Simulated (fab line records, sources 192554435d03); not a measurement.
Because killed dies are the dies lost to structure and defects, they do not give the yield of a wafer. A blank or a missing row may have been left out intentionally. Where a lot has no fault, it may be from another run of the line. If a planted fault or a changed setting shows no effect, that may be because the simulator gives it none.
Lot-split experiment | flow n5 finfet | 21 wafers read across 7 lots, on a route 1938 steps long

THE SPLIT
At N5_BEOL_M5_ETCH_72 (etches underlayer in N2/H2, target depth 6.5 nm, time 5.2 s), the setting source w was moved away from the recipe's 840 W on 4 of the 21 wafers read, by -17.1% to +12.2%. The other wafers ran this setting at the recipe's value.

Reading taken at the split's own step.

THE READING
rf vpp V, in V, at N5_BEOL_M5_ETCH_72 (etches underlayer in N2/H2, target depth 6.5 nm, time 5.2 s). A value of 524.1 V with a standard deviation of 2.8 V is what fault-free wafers of this fab line usually give.

wafer  | tool, chamber at the split | source w as run, W | against the recipe | rf vpp V, V | against lot-mates on the recipe
L074.2 | rie diel-04, 0             | 696.7              | -17.1%             | 557.4       | +38.1
L074.3 | rie diel-04, 1             | 696.7              | -17.1%             | 556.2       | +36.9
L074.4 | rie diel-04, 2             | 840                | recipe             | 519.3       | -
L085.2 | rie diel-06, 2             | 840                | recipe             | 525.4       | -
L085.3 | rie diel-06, 3             | 840                | recipe             | 527.1       | -
L085.4 | rie diel-06, 0             | 840                | recipe             | 527.6       | -
L086.1 | rie diel-04, 3             | 840                | recipe             | 527.2       | -
L086.4 | rie diel-04, 2             | 840                | recipe             | 521.5       | -
L086.6 | rie diel-04, 3             | 840                | recipe             | 526.3       | -
L088.3 | rie diel-06, 0             | 840                | recipe             | 526.6       | -
L088.4 | rie diel-06, 1             | 840                | recipe             | 522.8       | -
L088.5 | rie diel-06, 2             | 840                | recipe             | 522.1       | -
L091.1 | rie diel-04, 0             | 840                | recipe             | 521.7       | -
L091.4 | rie diel-04, 3             | 840                | recipe             | 525.1       | -
L091.5 | rie diel-04, 3             | 840                | recipe             | 526.6       | -
L092.3 | rie diel-06, 0             | 731.5              | -12.9%             | 553.1       | +30.6
L092.5 | rie diel-06, 1             | 840                | recipe             | 522.5       | -
L092.6 | rie diel-06, 2             | 840                | recipe             | 522.4       | -
L095.2 | rie diel-04, 0             | 840                | recipe             | 522.9       | -
L095.3 | rie diel-04, 2             | 840                | recipe             | 518.9       | -
L095.5 | rie diel-04, 2             | 942.3              | +12.2%             | 503.1       | -17.8

FIT RESULTS
A straight line over all 21 wafers: rf vpp V changes by -1.94 V for each +1% of source w; r = -0.98; the points scatter about the line by 2.8 V.
The same after taking each lot's own level away (the mean of its wafers on the recipe; 21 wafers): -2.08 V for each +1%; r = -0.98; scatter 2.5 V.
On that fit, the largest move of source w shifts the reading by 35 V.
From 519.30 to 526.70 V: that is the span of the lots' own levels, equal to 2.6 times the standard deviation above.
Consequently the slope shifts little with the lot-to-lot level, the two slopes agreeing.
Check: +35.3 V against its lot-mates is what the line predicts for one of the wafers moved furthest among these (-17.1%) when that wafer is left out of the fit. It came out at +38.1 V against them.
Tool readings at the split's step, against how far the setting was moved: etch rf on time s r = -0.92; rf vpp V r = -0.98.

THE OTHER SPLITS THESE WAFERS WENT THROUGH
These wafers also went through other splits before the reading. Each is held against what the fit with the lots' levels taken away leaves over:
other split on the same wafers | wafers away from the commonest value | r with rf vpp V (lot level and that fit taken away)
N5_BEOL_M3_EXPOSE_08 dose mj   | 9                                    | +0.27
N5_BEOL_M4_DESCUM_16 time s    | 8                                    | -0.09
N5_BEOL_M5_COAT_05 spin rpm    | 12                                   | +0.06

THE WHOLE CHAIN: every reading that the file lists as answering this split, in the file's order
step               | what it does                                                | reading           | change (the file's fit)              | r (the file's)
N5_BEOL_M5_ETCH_72 | etches underlayer in N2/H2, target depth 6.5 nm, time 5.2 s | etch rf on time s | withheld for each +1% of the setting | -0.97
N5_BEOL_M5_ETCH_72 | etches underlayer in N2/H2, target depth 6.5 nm, time 5.2 s | rf vpp V          | -2.07 V for each +1% of the setting  | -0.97

THE FILE'S OWN FIT
rf vpp V changes by -2.07 V for each +1% of source w, r = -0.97.
